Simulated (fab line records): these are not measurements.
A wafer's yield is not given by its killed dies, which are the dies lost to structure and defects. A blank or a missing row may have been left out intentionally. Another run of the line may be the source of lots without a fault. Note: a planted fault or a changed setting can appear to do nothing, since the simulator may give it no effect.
fab line records	flow n5Finfet	part 1 of 2: steps 1 to 4 of 6
record lots=23	wafers=69	lastDay=18
route steps=1938 shown BEOL_M12@1649 BEOL_M13@1679 BEOL_M14@1749
lots that met no fault: taken from a fault-free run of the same line
startH: start of the lot's first displayed wafer, in hours after the record's first day	waitH: how many hours have passed since the lot's step before this one	" same as the row above	L1.1+2: a row that stands for several wafers	- no value, or no start given	* or withheld: withheld	< > ~ a bound
route shown NAME@n: names a module that has steps shown in the file, with the first one's number in the route	usual: average and standard deviation across the fault-free wafers	same: alike in all rows	chamber/n: place in a boat	sites: the reading at each site	_std_site: standard deviation across them	_edge_site: inner sites' mean taken away from outer sites' mean	radiusMm: how far each site lies from the wafer's centre	mask NAME#n: copy n	behind: the tool/chamber that last shaped the wafer	hold: what put the lot on hold/how long, in hours/how the hold closed	device: which transistor (n, p or np) failed to switch	end of line: the tests these same wafers got at the end of their route	a step without rows: its recipe alone	killed: count of dies lost to structure and defects at first sort (not the wafer's yield)	map: a wafer's dies, marking killed ones x, the rest . and places with no die _
set.NAME: the setting as run; set.NAME@STEP: as run at that earlier step	model.NAME: the simulator's own value behind a step, which no gauge read
steps of the route over a sample of lots; a table a step, a row a wafer
services: when a tool's chamber went out of use (startH, in hours from the record's first day, below 0 if earlier), for how many hours, and the reason
## steps
# step N5_BEOL_M12_SPUTTER_44
# recipe material=Ta	targetThkA=100	tempC=50	biasV=80	powerW=15000	chamberPressurePa=0.07	timeS=16.13
# usual chamberPressurePa=0.07002/0.00013	substrateTempC=50.00/0.12	throttleValvePct=30.2/0.81
lot.wafer	tool	chamber	startH	waitH	chamberPressurePa	substrateTempC	throttleValvePct
L076.2	pvdSputter-03	-	240.87	0.0	0.07026	50.15	29.9
L076.3	"	-	"	"	0.06982	50.15	30.8
L076.4	"	-	"	"	0.0702	49.84	31.7
L075.3	pvdSputter-02	-	246.73	0.0	0.06989	50.12	29.7
L075.4	"	-	"	"	0.07001	50.02	29.8
L075.5	"	-	"	"	0.06995	50.02	29.9
L074.4	pvdSputter-03	-	247.31	0.0	0.07006	50.06	31.0
L074.5	"	-	"	"	0.06972	49.88	30.2
L074.6	"	-	"	"	0.06987	50.17	30.9
L077.3	pvdSputter-03	-	251.56	0.0	0.06998	50.15	30.8
L077.4	"	-	"	"	0.07016	49.97	30.0
L077.5	"	-	"	"	0.07	50.03	30.0
L078.1	pvdSputter-03	-	264.71	0.0	0.07005	50.23	29.1
L078.2	"	-	"	"	0.07029	49.81	31.0
L078.4	"	-	"	"	0.06993	50.21	31.8
L080.1	pvdSputter-03	-	265.03	0.0	0.06997	50.07	31.0
L080.2	"	-	"	"	0.06986	50.00	29.3
L080.5	"	-	"	"	0.06997	49.85	30.5
L079.1	pvdSputter-02	-	267.46	0.0	0.07016	50.00	30.1
L079.3	"	-	"	"	0.07008	49.96	30.2
L079.4	"	-	"	"	0.07014	50.05	29.7
L081.2	pvdSputter-03	-	279.68	0.0	0.06995	49.87	30.3
L081.3	"	-	"	"	0.07003	50.00	31.6
L081.6	"	-	"	"	0.07006	50.05	31.0
L083.3	pvdSputter-03	-	298.63	0.0	0.07004	50.02	31.0
L083.5	"	-	"	"	0.06989	50.10	29.4
L083.6	"	-	"	"	0.07021	50.03	30.7
L084.3	pvdSputter-01	-	298.84	0.0	0.07013	49.95	28.5
L084.4	"	-	"	"	0.07015	49.77	28.8
L084.6	"	-	"	"	0.06993	49.98	28.8
L082.1	pvdSputter-03	-	298.99	0.0	0.06996	50.13	31.9
L082.4	"	-	"	"	0.07001	50.01	29.4
L082.5	"	-	"	"	0.06998	49.93	30.1
L085.1	pvdSputter-01	-	308.35	0.0	0.07015	49.84	29.0
L085.3	"	-	"	"	0.07014	50.03	29.9
L085.5	"	-	"	"	0.07001	49.93	30.7
L086.1	pvdSputter-02	-	331.53	0.0	0.07028	49.80	29.8
L086.2	"	-	"	"	0.0701	50.00	30.3
L086.6	"	-	"	"	0.0701	49.80	29.6
L087.1	pvdSputter-01	-	331.75	0.0	0.06993	50.11	28.5
L087.5	"	-	"	"	0.06992	50.16	29.8
L087.6	"	-	"	"	0.06986	49.70	30.7
L089.3	pvdSputter-02	-	349.19	0.0	0.06994	49.91	30.2
L089.5	"	-	"	"	0.06974	50.03	30.2
L089.6	"	-	"	"	0.06992	50.07	29.5
L088.1	pvdSputter-02	-	349.55	0.0	0.07007	50.09	30.4
L088.2	"	-	"	"	0.07002	49.89	29.7
L088.5	"	-	"	"	0.07005	49.98	30.3
L093.1	pvdSputter-02	-	357.93	0.0	0.07011	50.05	29.9
L093.2	"	-	"	"	0.06985	49.91	30.1
L093.6	"	-	"	"	0.07006	50.18	29.7
L091.2	pvdSputter-03	-	363.52	0.0	0.0701	49.86	29.3
L091.3	"	-	"	"	0.06993	49.70	31.0
L091.5	"	-	"	"	0.07011	50.03	29.2
L092.1	pvdSputter-01	-	366.25	0.0	0.07019	50.01	29.9
L092.4	"	-	"	"	0.06993	49.75	28.5
L092.6	"	-	"	"	0.0699	49.90	30.6
L094.3	pvdSputter-03	-	372.38	0.0	0.07012	50.04	31.8
L094.4	"	-	"	"	0.06991	50.02	30.9
L094.6	"	-	"	"	0.07001	50.30	29.1
L095.1	pvdSputter-02	-	373.51	0.0	0.07002	50.18	29.8
L095.5	"	-	"	"	0.06991	50.04	29.8
L095.6	"	-	"	"	0.06984	49.91	30.3
L097.3	pvdSputter-03	-	392.63	0.0	0.06993	50.14	29.3
L097.4	"	-	"	"	0.06994	50.04	31.2
L097.6	"	-	"	"	0.07011	49.84	30.3
L096.1	pvdSputter-03	-	393.91	0.0	0.07002	49.94	30.8
L096.2	"	-	"	"	0.06996	50.08	28.9
L096.4	"	-	"	"	0.07006	49.79	30.1
# step N5_BEOL_M13_CD_MEAS_17
# recipe targetCdNm=190	polarity=opening
# usual cdNm=189.6/1.8
lot.wafer	tool	chamber	startH	waitH	cdNm
L076.2	cdSem-01	-	243.31	0.0	189.6
L076.3	"	-	"	"	189.4
L076.4	"	-	"	"	188.7
L075.3	cdSem-01	-	249.10	0.0	189.5
L075.4	"	-	"	"	187.7
L075.5	"	-	"	"	188.2
L074.4	cdSem-02	-	249.73	0.0	189.9
L074.5	"	-	"	"	187.8
L074.6	"	-	"	"	192.3
L077.3	cdSem-01	-	253.89	0.0	191.1
L077.4	"	-	"	"	191.0
L077.5	"	-	"	"	193.0
L078.1	cdSem-01	-	271.28	0.0	186.7
L078.2	"	-	"	"	186.3
L078.4	"	-	"	"	187.1
L080.1	cdSem-02	-	271.53	0.0	192.1
L080.2	"	-	"	"	190.4
L080.5	"	-	"	"	190.0
L079.1	cdSem-03	-	273.89	0.0	192.8
L079.3	"	-	"	"	192.7
L079.4	"	-	"	"	189.9
L081.2	cdSem-02	-	285.28	0.0	188.8
L081.3	"	-	"	"	188.1
L081.6	"	-	"	"	189.3
L083.3	cdSem-03	-	301.35	0.0	193.0
L083.5	"	-	"	"	191.4
L083.6	"	-	"	"	187.7
L084.3	cdSem-01	-	301.47	0.0	189.1
L084.4	"	-	"	"	192.7
L084.6	"	-	"	"	192.2
L082.1	cdSem-02	-	302.10	0.0	190.7
L082.4	"	-	"	"	192.3
L082.5	"	-	"	"	188.8
L085.1	cdSem-02	-	313.91	0.0	189.9
L085.3	"	-	"	"	189.8
L085.5	"	-	"	"	187.9
L086.1	cdSem-01	-	333.72	0.0	188.6
L086.2	"	-	"	"	189.6
L086.6	"	-	"	"	186.7
L087.1	cdSem-01	-	334.12	0.0	189.9
L087.5	"	-	"	"	189.3
L087.6	"	-	"	"	190.2
L089.3	cdSem-03	-	351.51	0.0	188.3
L089.5	"	-	"	"	189.8
L089.6	"	-	"	"	188.9
L088.1	cdSem-01	-	351.96	0.0	192.1
L088.2	"	-	"	"	189.7
L088.5	"	-	"	"	191.5
L093.1	cdSem-01	-	360.29	0.0	190.6
L093.2	"	-	"	"	188.0
L093.6	"	-	"	"	190.2
L091.2	cdSem-01	-	366.20	0.0	186.7
L091.3	"	-	"	"	191.3
L091.5	"	-	"	"	187.4
L092.1	cdSem-03	-	368.51	0.0	190.2
L092.4	"	-	"	"	188.8
L092.6	"	-	"	"	191.0
L094.3	cdSem-02	-	374.60	0.0	190.9
L094.4	"	-	"	"	188.0
L094.6	"	-	"	"	190.5
L095.1	cdSem-01	-	375.90	0.0	187.9
L095.5	"	-	"	"	192.4
L095.6	"	-	"	"	187.0
L097.3	cdSem-02	-	395.18	0.0	189.6
L097.4	"	-	"	"	186.9
L097.6	"	-	"	"	189.6
L096.1	cdSem-01	-	396.42	0.0	187.1
L096.2	"	-	"	"	189.7
L096.4	"	-	"	"	188.3
# step N5_BEOL_M13_STRIP_37
# recipe chemistry=N2/H2	powerW=1000	tempC=250	h2Frac=0.65	overashFraction=0.3	pressureMtorr=withheld	n2FlowSccm=1750	h2FlowSccm=3250
# usual drypumpMotorCurrentA=5.88/0.16	heaterPowerW=347/52	oesProductAu=0.785/0.01	tempC=250.02/0.19
lot.wafer	tool	chamber	startH	waitH	drypumpMotorCurrentA	heaterPowerW	oesProductAu	rfHoursCounterH	tempC
L076.2	plasmaAsher-01	0	244.42	0.0	6.03	402	0.776	70	249.58
L076.3	"	1	"	"	5.96	281	0.783	-	249.78
L076.4	"	0	"	"	6.06	405	0.783	-	249.85
L075.3	plasmaAsher-01	0	250.21	0.1	6.02	396	0.789	-	250.09
L075.4	"	1	"	"	5.97	284	0.775	-	249.97
L075.5	"	0	"	"	6.02	408	0.783	-	249.82
L074.4	plasmaAsher-01	0	250.90	0.1	6.01	391	0.793	-	250.30
L074.5	"	0	"	"	6.00	398	0.774	-	250.28
L074.6	"	1	"	"	5.94	275	0.786	-	249.85
L077.3	plasmaAsher-02	1	255.06	0.1	5.95	399	0.788	-	249.72
L077.4	"	0	"	"	5.62	314	0.801	-	250.05
L077.5	"	0	"	"	5.60	311	0.788	-	250.03
L078.1	plasmaAsher-02	0	272.31	0.0	5.66	301	0.797	126	250.02
L078.2	"	1	"	"	5.99	394	0.792	126	249.77
L078.4	"	0	"	"	5.61	303	0.788	-	250.01
L080.1	plasmaAsher-02	0	272.69	0.0	5.61	315	0.781	126	250.09
L080.2	"	1	"	"	5.97	384	0.770	126	250.10
L080.5	"	1	"	"	5.95	398	0.803	-	250.15
L079.1	plasmaAsher-01	1	274.92	0.0	5.95	281	0.784	76	250.24
L079.3	"	0	"	"	6.02	400	0.789	-	249.94
L079.4	"	1	"	"	5.97	277	0.776	-	250.34
L081.2	plasmaAsher-01	1	286.44	0.0	5.96	284	0.775	78	249.86
L081.3	"	0	"	"	6.00	408	0.785	-	249.89
L081.6	"	0	"	"	5.99	413	0.781	-	250.11
L083.3	plasmaAsher-01	1	302.40	0.1	5.97	277	0.783	-	249.52
L083.5	"	1	"	"	5.94	281	0.801	-	249.80
L083.6	"	0	"	"	6.00	397	0.772	-	250.05
L084.3	plasmaAsher-02	0	302.65	0.1	5.64	317	0.775	-	250.02
L084.4	"	1	"	"	5.92	399	0.779	-	249.91
L084.6	"	0	"	"	5.61	315	0.791	-	250.04
L082.1	plasmaAsher-02	1	303.13	0.0	5.93	414	0.807	132	250.21
L082.4	"	1	"	"	6.00	383	0.766	-	250.16
L082.5	"	0	"	"	5.67	303	0.779	-	249.96
L085.1	plasmaAsher-02	0	315.07	0.0	5.61	314	0.765	134	249.90
L085.3	"	1	"	"	5.96	395	0.803	-	250.12
L085.5	"	1	"	"	5.96	384	0.771	-	250.04
L086.1	plasmaAsher-02	0	334.88	0.0	5.62	301	0.807	137	250.15
L086.2	"	1	"	"	5.93	392	0.778	137	250.25
L086.6	"	1	"	"	5.96	392	0.775	-	250.25
L087.1	plasmaAsher-02	1	335.28	0.0	5.96	401	0.811	138	249.95
L087.5	"	1	"	"	5.91	395	0.792	-	249.64
L087.6	"	0	"	"	5.66	303	0.784	-	249.89
L089.3	plasmaAsher-02	1	352.56	0.1	5.92	391	0.780	-	249.87
L089.5	"	1	"	"	5.96	392	0.805	-	249.81
L089.6	"	0	"	"	5.61	316	0.793	-	249.98
L088.1	plasmaAsher-02	1	353.16	0.0	5.94	393	0.787	141	249.92
L088.2	"	0	"	"	5.67	315	0.775	141	249.92
L088.5	"	0	"	"	5.62	306	0.784	-	250.18
L093.1	plasmaAsher-01	0	361.67	0.0	6.01	410	0.797	94	249.82
L093.2	"	1	"	"	5.97	279	0.810	94	250.10
L093.6	"	1	"	"	5.95	286	0.791	-	249.90
L091.2	plasmaAsher-02	1	367.38	0.0	5.96	391	0.787	144	249.86
L091.3	"	1	"	"	5.96	402	0.798	-	249.86
L091.5	"	1	"	"	5.94	391	0.786	-	249.96
L092.1	plasmaAsher-02	1	369.54	0.0	5.96	391	0.766	144	250.11
L092.4	"	1	"	"	5.94	373	0.804	-	250.05
L092.6	"	1	"	"	5.93	391	0.776	-	249.99
L094.3	plasmaAsher-01	0	375.78	0.1	5.99	399	0.794	-	250.04
L094.4	"	1	"	"	5.93	289	0.785	-	249.73
L094.6	"	0	"	"	5.99	400	0.788	-	250.14
L095.1	plasmaAsher-01	0	377.00	0.0	6.03	406	0.793	97	249.95
L095.5	"	1	"	"	5.96	282	0.794	-	250.33
L095.6	"	0	"	"	6.01	409	0.773	-	250.10
L097.3	plasmaAsher-01	1	396.35	0.1	5.95	282	0.797	-	249.78
L097.4	"	0	"	"	6.02	409	0.768	-	249.95
L097.6	"	1	"	"	5.92	283	0.793	-	249.88
L096.1	plasmaAsher-01	1	397.57	0.0	5.96	271	0.791	102	250.24
L096.2	"	0	"	"	6.02	404	0.774	102	249.76
L096.4	"	0	"	"	6.04	413	0.779	-	249.87
# step N5_BEOL_M13_CMP_49
# recipe stopOn=SiOC	tOverpolishS=17.1	downForcePsi=1	platenRpm=50	clearingPlatenDownForcePsi=1.5	clearingPlatenRpm=50	postCmpClean=cuAlkaline	targetThkNm=420	clearingPlatenPadVelocityMS=0.99484	padVelocityMS=0.99484
# usual barrierFieldEndpointS=30.0/0.94	motorCurrentA=6.3/0.76	overpolishRunS=17.099/0.0088	slurryFlowMlMin=149.9/0.49
lot.wafer	tool	chamber	startH	waitH	barrierFieldEndpointS	motorCurrentA	overpolishRunS	slurryFlowMlMin
L076.2	cmp-01	0	247.88	0.2	28.2	5.7	17.105	149.8
L076.3	"	1	"	"	29.1	6.5	17.101	150.5
L076.4	"	3	"	"	29.9	6.3	17.092	149.8
L075.3	cmp-02	0	251.56	0.2	28.8	7.4	17.098	151.0
L075.4	"	2	"	"	31.3	5.2	17.118	149.1
L075.5	"	1	"	"	29.9	6.1	17.104	149.4
L074.4	cmp-01	0	253.09	0.1	28.9	5.6	17.082	150.2
L074.6	"	0	"	"	29.0	5.8	17.104	149.2
L074.5	"	1	"	"	30.1	6.5	17.117	150.2
L077.4	cmp-04	2	257.40	0.2	31.2	6.6	17.096	149.7
L077.3	"	3	"	"	31.7	7.4	17.107	150.8
L077.5	"	0	"	"	32.1	6.3	17.091	149.7
L080.2	cmp-04	2	279.15	0.2	31.3	7.2	17.095	149.7
L080.1	"	3	"	"	31.1	7.4	17.097	148.8
L080.5	"	2	"	"	31.4	6.9	17.094	149.7
L078.2	cmp-01	3	279.56	0.2	30.0	6.1	17.117	150.0
L078.1	"	0	"	"	29.1	5.6	17.095	150.6
L078.4	"	1	"	"	30.0	6.2	17.102	148.9
L079.4	cmp-02	2	281.43	0.1	29.7	5.4	17.095	150.6
L079.1	"	3	"	"	30.1	6.6	17.118	149.6
L079.3	"	1	"	"	30.4	6.3	17.109	150.6
L081.3	cmp-04	2	292.79	0.2	30.2	7.1	17.107	149.2
L081.2	"	3	"	"	31.9	7.6	17.097	150.3
L081.6	"	3	"	"	31.6	7.7	17.119	149.8
L083.3	cmp-01	2	306.31	0.2	29.0	5.6	17.082	149.6
L083.6	"	0	"	"	28.9	5.5	17.104	149.8
L083.5	"	1	"	"	29.1	6.7	17.095	149.5
L084.3	cmp-01	2	312.06	0.8	30.3	5.8	17.095	150.9
L084.4	"	0	"	"	28.5	5.8	17.099	150.5
L084.6	"	1	"	"	29.6	6.3	17.098	150.3
L082.4	cmp-04	0	312.07	0.2	32.1	6.1	17.096	149.8
L082.1	"	2	"	"	31.1	6.4	17.085	149.3
L082.5	"	1	"	"	29.6	5.0	17.104	149.7
L085.3	cmp-04	3	320.11	0.5	31.4	7.8	17.095	150.6
L085.1	"	0	"	"	31.4	6.5	17.108	149.8
L085.5	"	2	"	"	31.2	6.9	17.107	149.7
L086.2	cmp-01	0	337.74	0.2	28.7	5.9	17.107	149.5
L086.1	"	1	"	"	29.4	6.6	17.086	150.0
L086.6	"	1	"	"	29.8	6.7	17.083	150.1
L087.1	cmp-02	2	337.92	0.3	29.4	5.1	17.099	149.7
L087.5	"	0	"	"	29.0	7.8	17.095	150.4
L087.6	"	1	"	"	29.2	6.4	17.109	149.7
L089.3	cmp-02	1	354.12	0.2	29.4	6.3	17.097	150.0
L089.6	"	3	"	"	29.8	6.7	17.094	149.5
L089.5	"	0	"	"	28.7	7.7	17.101	149.8
L088.1	cmp-01	3	354.99	0.3	30.1	6.3	17.100	150.4
L088.2	"	0	"	"	29.3	5.7	17.092	149.6
L088.5	"	3	"	"	30.5	6.3	17.085	149.4
L093.1	cmp-02	0	363.72	0.3	29.7	7.5	17.097	150.4
L093.2	"	1	"	"	29.6	6.2	17.109	149.8
L093.6	"	2	"	"	30.6	5.2	17.086	149.6
L091.3	cmp-01	3	369.41	0.2	29.9	6.0	17.100	149.8
L091.2	"	0	"	"	28.4	5.9	17.096	150.1
L091.5	"	0	"	"	29.7	5.8	17.095	149.4
L092.4	cmp-01	1	373.64	0.1	30.0	6.6	17.103	150.4
L092.1	"	3	"	"	29.3	6.5	17.094	150.2
L092.6	"	1	"	"	29.4	6.3	17.112	150.5
L094.3	cmp-04	1	376.95	0.2	29.3	5.0	17.105	149.3
L094.4	"	0	"	"	31.1	6.1	17.095	150.6
L094.6	"	1	"	"	29.3	4.8	17.108	149.0
L095.1	cmp-02	0	382.27	0.3	28.8	7.5	17.080	149.6
L095.5	"	2	"	"	30.8	5.3	17.100	150.5
L095.6	"	3	"	"	29.4	6.6	17.107	149.9
L097.4	cmp-01	1	404.10	0.1	30.0	6.3	17.098	150.0
L097.3	"	0	"	"	29.7	5.9	17.099	150.6
L097.6	"	1	"	"	29.4	6.3	17.088	149.7
L096.1	cmp-02	3	404.48	0.4	30.6	6.6	17.089	150.1
L096.4	"	0	"	"	30.1	7.8	17.087	149.8
L096.2	"	2	"	"	31.2	5.0	17.088	150.1
